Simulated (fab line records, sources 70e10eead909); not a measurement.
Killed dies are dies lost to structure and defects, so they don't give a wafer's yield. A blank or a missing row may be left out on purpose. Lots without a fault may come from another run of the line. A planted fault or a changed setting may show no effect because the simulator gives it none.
Tool commonality check | flow nand_harc | 12 lots, 45 wafers sampled

WHY IT WAS OPENED
At NHARC_A_BONDPAD_THK_MEAS_20 the reading thk_nm is flagged on 3 of 12 lots. Wafers without a fault read 170.1 nm, standard deviation 1.5.
Rule: a lot is flagged when every wafer of it that has a number lies more than 4 standard deviations from that mean, or none has a number. The other lots count as sound.

lot  | measured     | on            | thk_nm (nm), wafer by wafer         | flag
L643 | day 24 00:07 | film_metro-02 | 171.2 169.0 168.2                   |
L646 | day 24 16:39 | film_metro-01 | 171.3 169.5 169.8                   |
L644 | day 24 17:51 | film_metro-02 | 169.8 171.0 169.4                   |
L654 | day 28 11:40 | film_metro-01 | 403.2 404.9 397.3 403.7 405.1 397.2 | FLAGGED
L651 | day 28 15:22 | film_metro-02 | 400.4 396.5 406.7 398.5 396.3 405.3 | FLAGGED
L655 | day 28 21:02 | film_metro-01 | 399.1 397.6 401.3 400.4 395.2 402.1 | FLAGGED
L659 | day 30 10:17 | film_metro-02 | 170.8 168.9 169.0                   |
L660 | day 30 17:20 | film_metro-01 | 170.2 166.9 170.4                   |
L661 | day 31 07:54 | film_metro-01 | 171.5 169.1 171.0                   |
L662 | day 31 14:19 | film_metro-01 | 168.3 168.0 169.8                   |
L663 | day 31 18:41 | film_metro-01 | 171.3 170.5 170.7                   |
L665 | day 33 10:18 | film_metro-02 | 169.3 168.6 168.3                   |
The numbers of the flagged lots are 400.6 nm on average: +230.5 nm against the usual, or +99 or more standard deviations.

WHICH TOOL RAN EACH LOT
The record holds 4 process steps before the reading, out of a route of 1302 steps. In each cell: the tool, then ch and the chambers that the sampled wafers went through, then the start.
lot  | flag    | NHARC_A_BONDPAD_CMP_29        | NHARC_A_BONDPAD_ETCH_34            | NHARC_A_BONDPAD_DEGAS_25     | NHARC_A_BONDPAD_CMP_19
L643 |         | cmp-01 ch 0,1,3, day 23 20:46 | rie_diel-04 ch 1,3, day 23 21:51   | pvd_sputter-02, day 23 22:43 | cmp-04 ch 0,1,3, day 23 23:50
L646 |         | cmp-01 ch 0,2, day 24 13:14   | rie_diel-08 ch 0,2,3, day 24 14:25 | pvd_sputter-02, day 24 15:15 | cmp-01 ch 0,2, day 24 16:20
L644 |         | cmp-04 ch 0,2,3, day 24 14:31 | rie_diel-08 ch 0,1, day 24 15:36   | pvd_sputter-01, day 24 16:27 | cmp-02 ch 0,2,3, day 24 17:32
L654 | FLAGGED | cmp-02 ch 0,1,2, day 28 08:09 | rie_diel-08 ch 0,1,2, day 28 09:07 | pvd_sputter-02, day 28 09:58 | cmp-01 ch 0,3, day 28 11:23
L651 | FLAGGED | cmp-02 ch 0,1,3, day 28 12:00 | rie_diel-04 ch 0,1,2, day 28 13:07 | pvd_sputter-02, day 28 13:58 | cmp-04 ch 0,1,2, day 28 15:03
L655 | FLAGGED | cmp-04 ch 0,3, day 28 17:40   | rie_diel-08 ch 0,1,2, day 28 18:47 | pvd_sputter-03, day 28 19:38 | cmp-04 ch 0,2,3, day 28 20:46
L659 |         | cmp-02 ch 0,2,3, day 30 06:56 | rie_diel-08 ch 0,1, day 30 08:02   | pvd_sputter-02, day 30 08:53 | cmp-02 ch 0,1,3, day 30 09:58
L660 |         | cmp-01 ch 1,2, day 30 13:53   | rie_diel-08 ch 0,2,3, day 30 14:50 | pvd_sputter-02, day 30 15:43 | cmp-04 ch 0,2, day 30 17:01
L661 |         | cmp-04 ch 0,2,3, day 31 04:13 | rie_diel-04 ch 1,2,3, day 31 05:29 | pvd_sputter-03, day 31 06:31 | cmp-04 ch 0,3, day 31 07:35
L662 |         | cmp-04 ch 0,1,2, day 31 11:00 | rie_diel-08 ch 0,2,3, day 31 12:04 | pvd_sputter-01, day 31 12:55 | cmp-02 ch 0,1,2, day 31 13:59
L663 |         | cmp-04 ch 2,3, day 31 15:16   | rie_diel-08 ch 0,3, day 31 16:23   | pvd_sputter-01, day 31 17:18 | cmp-01 ch 1,2,3, day 31 18:27
L665 |         | cmp-02 ch 1,2,3, day 33 06:56 | rie_diel-08 ch 1,2,3, day 33 08:03 | pvd_sputter-02, day 33 08:54 | cmp-04 ch 1,2,3, day 33 10:02
What these steps do:
- NHARC_A_BONDPAD_CMP_29: polishes SiCN, target thk 200 nm.
- NHARC_A_BONDPAD_ETCH_34: etches the open film in N2/H2, target depth 60 nm, overetch 18 nm, time 65.91 s.
- NHARC_A_BONDPAD_DEGAS_25: time 60 s.
- NHARC_A_BONDPAD_CMP_19: polishes, t overpolish 30 s, cu recess touch 16 s, target thk 169.82 nm.
- NHARC_A_BONDPAD_THK_MEAS_20: measures by xrf.

FLAGGED OVER TOTAL, TOOL BY TOOL (the gauges that took the reading come last)
step                        | tool           | lots run | flagged | share of the flagged lots | sound lots run after its first flagged lot
NHARC_A_BONDPAD_CMP_29      | cmp-01         | 3        | 0       | none                      | -
NHARC_A_BONDPAD_CMP_29      | cmp-02         | 4        | 2       | some                      | 2 (L659,L665)
NHARC_A_BONDPAD_CMP_29      | cmp-04         | 5        | 1       | some                      | 3 (L661,L662,L663)
NHARC_A_BONDPAD_ETCH_34     | rie_diel-04    | 3        | 1       | some                      | 1 (L661)
NHARC_A_BONDPAD_ETCH_34     | rie_diel-08    | 9        | 2       | some                      | 5 (L659,L660,L662,L663,L665)
NHARC_A_BONDPAD_DEGAS_25    | pvd_sputter-01 | 3        | 0       | none                      | -
NHARC_A_BONDPAD_DEGAS_25    | pvd_sputter-02 | 7        | 2       | some                      | 3 (L659,L660,L665)
NHARC_A_BONDPAD_DEGAS_25    | pvd_sputter-03 | 2        | 1       | some                      | 1 (L661)
NHARC_A_BONDPAD_CMP_19      | cmp-01         | 3        | 1       | some                      | 1 (L663)
NHARC_A_BONDPAD_CMP_19      | cmp-02         | 3        | 0       | none                      | -
NHARC_A_BONDPAD_CMP_19      | cmp-04         | 6        | 2       | some                      | 3 (L660,L661,L665)
NHARC_A_BONDPAD_THK_MEAS_20 | film_metro-01  | 7        | 2       | some                      | 4 (L660,L661,L662,L663)
NHARC_A_BONDPAD_THK_MEAS_20 | film_metro-02  | 5        | 1       | some                      | 2 (L659,L665)

WHAT THE TABLE ALLOWS
No row of the table ran every flagged lot.

WHAT THE SIMULATOR HAD PUT IN
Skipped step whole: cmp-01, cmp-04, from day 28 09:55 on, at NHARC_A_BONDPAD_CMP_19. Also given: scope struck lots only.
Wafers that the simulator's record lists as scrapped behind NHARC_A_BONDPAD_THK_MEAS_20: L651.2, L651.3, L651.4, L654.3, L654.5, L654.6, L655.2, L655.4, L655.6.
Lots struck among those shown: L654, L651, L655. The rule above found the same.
